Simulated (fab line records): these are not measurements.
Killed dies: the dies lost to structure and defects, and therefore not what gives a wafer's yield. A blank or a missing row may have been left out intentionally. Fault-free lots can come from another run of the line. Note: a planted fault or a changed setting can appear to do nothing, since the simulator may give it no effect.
Chamber matching -- flow n5-finfet -- 4 sister chambers for N5_BEOL_M0_SAQP_SPACER2_ALD_26 on ald-sin-02
The step deposits SiO2, target thk 15 nm, pulse time 1 s, purge time 2 s. 4 wafers are shown with their chamber, then 7 later ones without.

WAFERS, EACH WITH ITS CHAMBER
wafer,chamber,heater-power-outer-w (W)
L887.5,3,241
L892.6,0,239
L896.2,1,299
L896.3,2,222

WAFERS WHOSE CHAMBER IS MISSING
wafer,heater-power-outer-w (W)
L896.4,248
L901.1,241
L901.2,305
L901.6,236
L898.1,297
L898.2,229
L898.6,301

EACH ONE'S CHAMBER
wafer,from the rows above,in truth
L896.4,can't be placed: 3 or 0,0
L901.1,can't be placed: 3 or 0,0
L901.2,1,1
L901.6,can't be placed: 0 or 3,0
L898.1,1,1
L898.2,can't be placed: 2 or 0 or 3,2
L898.6,1,1
Placed correctly: 3 of 7. From these rows, 4 cannot be placed; in 4 the true chamber is one of the candidates. Number placed wrongly: 0.
How it was worked out, from the rows above alone: a wafer's distance from a chamber is the root of the sum, over the readings, of the square of ((its reading less the chamber's mean) divided by the reading's scatter). If the next closest chamber is less than 2 further off than the closest, the wafer can't be placed; otherwise it belongs to the closest. A chamber's mean is the mean of its shown wafers. The scatter: with one shown wafer a chamber, the root of the mean of the squares of how far each hidden wafer lies from its nearest shown one.
